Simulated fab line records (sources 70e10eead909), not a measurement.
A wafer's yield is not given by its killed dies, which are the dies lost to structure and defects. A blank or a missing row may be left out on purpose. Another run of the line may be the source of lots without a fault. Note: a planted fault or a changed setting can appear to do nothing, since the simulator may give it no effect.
Matching of chambers :: flow nand_harc :: 4 sister chambers for NHARC_A_STAIRCASE_ALD_420 on ald_hk-03
The step deposits SiO2, target thk 20 nm, pulse time 6 s, ald cycles 200. 4 wafers are shown with their chamber, then 12 later ones without.

## WAFERS PAIRED WITH THEIR CHAMBERS
wafer: L086.4
chamber: 1
heater_power_outer_w (W): 244

wafer: L088.2
chamber: 3
heater_power_outer_w (W): 290

wafer: L088.3
chamber: 2
heater_power_outer_w (W): 252

wafer: L088.6
chamber: 0
heater_power_outer_w (W): 228

## WAFERS MISSING THEIR CHAMBER
wafer: L093.1
heater_power_outer_w (W): 236

wafer: L093.2
heater_power_outer_w (W): 283

wafer: L093.6
heater_power_outer_w (W): 255

wafer: L092.1
heater_power_outer_w (W): 246

wafer: L092.3
heater_power_outer_w (W): 253

wafer: L092.4
heater_power_outer_w (W): 290

wafer: L097.2
heater_power_outer_w (W): 235

wafer: L097.4
heater_power_outer_w (W): 243

wafer: L097.6
heater_power_outer_w (W): 253

wafer: L094.1
heater_power_outer_w (W): 227

wafer: L094.4
heater_power_outer_w (W): 250

wafer: L094.6
heater_power_outer_w (W): 291

## WHICH CHAMBER EACH ONE RAN IN
wafer: L093.1
from the rows above: can't be placed: 0 or 1
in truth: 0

wafer: L093.2
from the rows above: 3
in truth: 3

wafer: L093.6
from the rows above: 2
in truth: 2

wafer: L092.1
from the rows above: can't be placed: 1 or 2
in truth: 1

wafer: L092.3
from the rows above: 2
in truth: 2

wafer: L092.4
from the rows above: 3
in truth: 3

wafer: L097.2
from the rows above: can't be placed: 0 or 1
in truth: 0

wafer: L097.4
from the rows above: 1
in truth: 1

wafer: L097.6
from the rows above: 2
in truth: 2

wafer: L094.1
from the rows above: 0
in truth: 0

wafer: L094.4
from the rows above: can't be placed: 2 or 1
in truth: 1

wafer: L094.6
from the rows above: 3
in truth: 3
Placed correctly: 8 of 12. From these rows, 4 cannot be placed; in 4 the true chamber is one of the candidates. Wrongly placed: 0.
How it was worked out, from the rows above alone: a wafer's distance from a chamber is the root of the sum, over the readings, of the square of ((its reading less the chamber's mean) divided by the reading's scatter). The wafer belongs to the nearest chamber; if the next one is less than 2 further off, it can't be placed. The mean given for a chamber averages the wafers shown for that chamber. The scatter: root of mean squared gap, hidden wafer to nearest shown wafer, with one shown wafer a chamber.
